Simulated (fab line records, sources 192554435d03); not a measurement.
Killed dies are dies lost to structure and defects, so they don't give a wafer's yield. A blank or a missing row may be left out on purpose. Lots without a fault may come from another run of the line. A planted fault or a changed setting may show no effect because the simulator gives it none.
Split-lot experiment | flow n5_finfet | 7 lots, 21 wafers read, on a route of 1938 steps

THE SPLIT
At N5_BEOL_M14_DEP_53 (deposits SiCN from 3MS/NH3, target thk 50 nm, time 17.8 s), the setting time_s was moved away from the recipe's 17.8 s on 10 of the 21 wafers read, by -12.2% to +5.3%. The other wafers ran this setting at the recipe's value.

The reading is taken at the split's own step.

THE READING
SiCN_of_BEOL_M14_DEP_53.thk_nm (the simulator's own value, which no gauge read), in nm, at N5_BEOL_M14_DEP_53 (deposits SiCN from 3MS/NH3, target thk 50 nm, time 17.8 s). The file gives no usual value for it. The 11 wafers here that ran the recipe average 50.2 nm, standard deviation 0.76 nm.

wafer  | tool, chamber at the split | time_s as run, s | against the recipe | SiCN_of_BEOL_M14_DEP_53.thk_nm, nm | against lot-mates on the recipe
L075.1 | pecvd-01, 0                | 17.8             | recipe             | 49.4                               | -
L075.2 | pecvd-01, 1                | 17.8             | recipe             | 49.6                               | -
L075.6 | pecvd-01, 2                | 17.1             | -3.9%              | 48.8                               | -0.7
L077.2 | pecvd-04, 1                | 15.85            | -11.0%             | 45                                 | -5.4
L077.5 | pecvd-04, 2                | 15.85            | -11.0%             | 45.4                               | -5.0
L077.6 | pecvd-04, 0                | 17.8             | recipe             | 50.4                               | -
L081.1 | pecvd-02, 1                | 15.93            | -10.5%             | 45.6                               | -5.2
L081.3 | pecvd-02, 0                | 17.8             | recipe             | 50.8                               | -
L081.6 | pecvd-02, 1                | 15.93            | -10.5%             | 46                                 | -4.8
L083.3 | pecvd-02, 0                | 17.8             | recipe             | 50.8                               | -
L083.4 | pecvd-02, 0                | 18.74            | +5.3%              | 54.8                               | +3.7
L083.5 | pecvd-02, 1                | 17.8             | recipe             | 51.4                               | -
L084.1 | pecvd-04, 2                | 17.8             | recipe             | 49.2                               | -
L084.5 | pecvd-04, 1                | 15.62            | -12.2%             | 45                                 | -4.2
L084.6 | pecvd-04, 0                | 15.62            | -12.2%             | 44                                 | -5.2
L096.1 | pecvd-02, 2                | 16.37            | -8.0%              | 46.2                               | -4.2
L096.4 | pecvd-02, 0                | 16.37            | -8.0%              | 46.8                               | -3.6
L096.6 | pecvd-02, 2                | 17.8             | recipe             | 50.4                               | -
L095.1 | pecvd-01, 2                | 17.8             | recipe             | 50                                 | -
L095.2 | pecvd-01, 0                | 17.8             | recipe             | 49.2                               | -
L095.3 | pecvd-01, 0                | 17.8             | recipe             | 51.2                               | -

THE FIT
A straight line over all 21 wafers: SiCN_of_BEOL_M14_DEP_53.thk_nm changes by +0.486 nm for each +1% of time_s; r = +0.96; the points scatter about the line by 0.77 nm.
The same after taking each lot's own level away (the mean of its wafers on the recipe; 21 wafers): +0.464 nm for each +1%; r = +0.97; scatter 0.62 nm.
On that fit, the largest move of time_s shifts the reading by 5.7 nm.
The lots' own levels span 49.20 to 51.10 nm, that is 2.5 times the standard deviation above.
So the lot-to-lot level changes the slope little: the two slopes agree.
Check: with one of the wafers moved furthest among these (-12.2%) left out of the fit, the line predicts -5.77 nm for it against its lot-mates. It came out at -4.2 nm against them.

OTHER SPLITS ON THESE WAFERS
These wafers also went through other splits before the reading. Each is held against what the fit with the lots' levels taken away leaves over:
other split on the same wafers | wafers away from the commonest value | r with SiCN_of_BEOL_M14_DEP_53.thk_nm (lot level and that fit taken away)
N5_BEOL_M14_COAT_04 spin_rpm   | 6                                    | +0.13

THE FILE'S OWN FIT
SiCN_of_BEOL_M14_DEP_53.thk_nm changes by +0.452 nm for each +1% of time_s, r = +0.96.
